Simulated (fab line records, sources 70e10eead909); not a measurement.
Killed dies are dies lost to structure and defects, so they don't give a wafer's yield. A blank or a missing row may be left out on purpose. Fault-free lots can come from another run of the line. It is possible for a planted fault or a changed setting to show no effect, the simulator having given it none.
Problem report, 8D (eight disciplines) form, completed by code	flow nand-harc	the parts of the form that need people (team, actions taken, sign-off) are left out

## 1. THE PROBLEM
Mean of raw-defect-count at NHARC_A_CONTACT_INSPECT_71: 415 across 6 wafers in 2 lots; on wafers with no fault it is 29 (standard deviation 16). Measured from the usual mean, that is +24 standard deviations.
First observed at day 19 14:32: wafer L901.2, on defect-inspect-01. The record holds 33 wafers of 11 lots with a number at this step. The rule behind "out" and "out of limits": a value lying over 4 standard deviations away from the usual mean. The other wafers with a number count as sound.

## 2. WHAT IT IS; WHAT IT IS NOT
question	is	is not
which readings at this step	raw-defect-count	-
which lots	L901, L903	L892, L893, L894, L895, L896, L897, L902, L909, L914
which wafers of those lots	all that have a number	-
read on which gauges	defect-inspect-01	defect-inspect-02
when	from day 19 14:32	up to then (18 sound wafers); but 9 sound wafers of L902, L909, L914 came after

## 3. WHAT RULES OUT EACH SUSPECT
Counting: a tool stays on the suspect list if, at a process step up to the reading, it processed all lots that are out and no sound lot following the first of them.
- the gauge at NHARC_A_CONTACT_INSPECT_71: kept. All the wafers that are out were read on defect-inspect-01, and no step on other tools shows them out.
- pecvd-02 at NHARC_A_CONTACT_DEP_58 (deposits SiON, target thk 60 nm): kept. It processed each lot that is out, first L901 at day 19 13:42, and no sound lot thereafter; up to then, the last sound lot it processed was L897 at day 18 14:58.
Remaining after the count are pecvd-02 at NHARC_A_CONTACT_DEP_58 and defect-inspect-01 at NHARC_A_CONTACT_INSPECT_71.

## 4. THE CAUSE (what the simulator had put in)
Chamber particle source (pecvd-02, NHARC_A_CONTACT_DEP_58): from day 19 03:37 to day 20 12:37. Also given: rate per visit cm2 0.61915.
2 suspects survive the count, and this tool is in that group.

## 5. SEQUENCE OF EFFECTS, ordered by route
One row per reading whose mean, taken over the struck wafers that have a number, lies over 3 standard deviations from the usual. Scope: only readings with a usual standard deviation given in the record; hours: median across lots of the time from each lot's start at the first step in this table that gives one to its start at this step; sigmas: change in usual standard deviations.
hours	step	reading	usual	on struck wafers	change	sigmas
0	NHARC_A_CONTACT_INSPECT_71	raw-defect-count	29	415	+386	+24
At these later measuring or inspecting steps, every struck wafer for which the step has a row has a number for every such reading, and none has moved that far: NHARC_END_SORT_01.

## 6. WHAT WOULD HAVE CAUGHT IT SOONER
11 hours passed between the start of the fault at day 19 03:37 and the first reading out of limits at a measuring or inspecting step in this record, taken at day 19 14:32.
No tool reading at NHARC_A_CONTACT_DEP_58 that has a usual standard deviation in the record was out on any struck wafer, so an alarm limit of 4 standard deviations on those readings would not have fired.
Among the 2 lots that are out, L903 began NHARC_A_CONTACT_DEP_58 on pecvd-02 after day 19 14:32. A hold on the tool at that time would have spared it.
